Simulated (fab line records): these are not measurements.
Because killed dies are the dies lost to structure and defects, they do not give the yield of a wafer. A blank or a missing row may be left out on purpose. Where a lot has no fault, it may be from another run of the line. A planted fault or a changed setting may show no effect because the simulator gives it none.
A struck lot beside a sound one / flow nandHarc / 40 out of 1302 route steps
Sound: wafers L571.1, L571.3, L571.4. Struck: wafers L584.1, L584.2, L584.4. The cause is named last.
Each step with rows lists, per side, the tool, then ch with its chambers, then its first start. Under that, the readings that differ: sound wafers / struck wafers / difference of the means / sigmas: that difference in standard deviations of wafers without a fault.
alike: same words and numbers on both sides, and readings whose means sit less than 2 such deviations apart. not compared: any withheld reading, any reading some wafer has no value for, any bound like >300 that may hide the same value, and any number with overlapping values for which the record gives no deviation.
A row with sigmas, a row that says differs or no value, or rows on one side alone: a step with any of these is where the two part. Numbers that don't overlap but have no deviation are shown without sigmas and don't part them. A reading missing from all wafers of one side parts the sides only when that side holds two or more wafers.

NHARC_P_M0_OVL_MEAS_10: pitch 180 nm.
  struck on overlay-02, day 12 02:16; sound on overlay-01, day 5 21:20
  alike: overlayXNm, overlayYNm
NHARC_P_M0_INSPECT_11:
  struck on defectInspect-01, day 12 02:18; sound on defectInspect-02, day 5 21:22
  alike: rawDefectCount
then, 3 steps without rows for these wafers: NHARC_P_M0_DESCUM_14 (chemistry O2, time 3 s); NHARC_P_M0_ETCH_34 (etches the open film in N2/H2, target depth 40 nm, overetch 12 nm, time 43.94 s); NHARC_P_M0_ETCH_15 (etches the open film in C4F8/Ar, target depth 150 nm, overetch 15 nm, time 82.5 s).
NHARC_P_M0_CD_MEAS_16:
  struck on cdSem-03, day 12 02:40; sound on cdSem-03, day 5 21:44
  alike: cdNm
then, 6 steps without rows for these wafers: NHARC_P_M0_STRIP_18 (strips in N2/H2); NHARC_P_M0_STRIP_19 (strips in post etch residue remover, time 600 s); NHARC_P_M0_DEGAS_28 (time 60 s); NHARC_P_M0_PRE_CLEAN_29 (time 30 s); NHARC_P_M0_PVD_20 (deposits TaN, target thk 5 nm, time 8.06 s); NHARC_P_M0_PVD_21 (deposits Cu, target thk 30 nm, time 20.49 s).
NHARC_P_M0_ECD_22: material Cu, target thk 400 nm.
  sound on ecdCu-02 ch 0,1, day 5 22:46; struck on ecdCu-02 ch 0,1, day 12 03:39
NHARC_P_M0_ANNEAL_30: time 90 s.
  sound on rtpAnneal-02 ch 0, day 5 23:05; struck on rtpAnneal-01 ch 0, day 12 04:01
  alike: wafer_temp_C_max
then, 1 step without rows for these wafers: NHARC_P_M0_CMP_23 (polishes, t overpolish 20 s, target thk 117.54 nm).
NHARC_P_M0_THK_MEAS_24: measures by xrf.
  struck on filmMetro-01, day 12 04:41; sound on filmMetro-02, day 5 23:45
  alike: thkNm
then, 2 steps without rows for these wafers: NHARC_P_M0_SRD_25; NHARC_P_M0_PRE_CLEAN_31 (time 12 s).
NHARC_P_M0_DEP_32: deposits SiCN, target thk 30 nm.
  sound on pecvd-01 ch 0,1,2, day 6 00:06; struck on pecvd-04 ch 1,2, day 12 05:01
  alike: heaterPowerW
then, 10 steps without rows for these wafers: NHARC_P_M1_DEP_00 (deposits SiOC, target thk 182.5 nm); NHARC_P_M1_DEHYDRATE_01 (time 120 s); NHARC_P_M1_HMDS_02 (time 30 s); NHARC_P_M1_COAT_34 (time 65 s); NHARC_P_M1_COAT_03 (resist thk 90 nm); NHARC_P_M1_SOFTBAKE_04 (time 55 s); NHARC_P_M1_EBR_05; NHARC_P_M1_EXPOSE_06 (exposes mask P M1, target cd 130 nm); NHARC_P_M1_PEB_07 (peb time 65 s); NHARC_P_M1_DEVELOP_08 (develop time 35 s).
NHARC_P_M1_CD_MEAS_09: the cd target is 130 nm.
  sound on cdSem-03 ch 0, day 6 01:16; struck on cdSem-03 ch 0, day 12 06:24
  alike: cdNm
NHARC_P_M1_OVL_MEAS_10: pitch 260 nm.
  struck on overlay-01, day 12 06:29; sound on overlay-01, day 6 01:22
  alike: overlayXNm, overlayYNm
then, 2 steps without rows for these wafers: NHARC_P_M1_DESCUM_14 (chemistry O2, time 3 s); NHARC_P_M1_ETCH_35 (etches the open film in N2/H2, target depth 40 nm, overetch 12 nm, time 43.94 s).
NHARC_P_M1_ETCH_15: etches the open film in C4F8/Ar, target depth 182.5 nm, time 91.2 s.
  sound on rieDiel-02 ch 0,1,3; struck on rieDiel-02 ch 0,2,3
  alike: oesProductAu, rfHoursCounterH, rfVppV
NHARC_P_M1_CD_MEAS_16:
  struck on cdSem-02, day 12 06:53; sound on cdSem-01, day 6 01:46
  alike: cdNm
NHARC_P_M1_STRIP_18: strips in N2/H2.
  sound on rieDiel-03 ch 0,1,2, day 6 01:50; struck on rieDiel-03 ch 1,2,3, day 12 06:58
reading=rfHoursCounterH (h); sound=1 1 1; struck=10 11 8; difference=+9; sigmas=
  alike: drypumpMotorCurrentA, oesProductAu, rfVppV, showerheadPlenumPTorr, throttleValvePct
NHARC_P_M1_ETCH_28: etches the open film in CF4/N2, target depth 30 nm, time 72.99 s.
  sound on rieDiel-03 ch 1,2,3; struck on rieDiel-03 ch 1,2,3
reading=rfHoursCounterH (h); sound=0 1 1; struck=11 10 8; difference=+9; sigmas=
  alike: drypumpMotorCurrentA, oesProductAu, rfVppV, showerheadPlenumPTorr, throttleValvePct
then, 2 steps without rows for these wafers: NHARC_P_M1_STRIP_19 (strips in post etch residue remover, time 600 s); NHARC_P_M1_DEGAS_29 (time 60 s).
-- the record jumps here: 18 days lie between the struck wafers' starts before and after (it left off in module P_M1 and takes up again in module END, whose first step shown is number 1302 of the route) --
NHARC_END_SORT_01:
  only the struck wafers appear in the record here, on prober-01 ch 0 at day 30 03:21; the sound ones have no rows

## WHERE THEY PART
NHARC_END_SORT_01 only, going by this record.

WHY: whatever the simulator had introduced
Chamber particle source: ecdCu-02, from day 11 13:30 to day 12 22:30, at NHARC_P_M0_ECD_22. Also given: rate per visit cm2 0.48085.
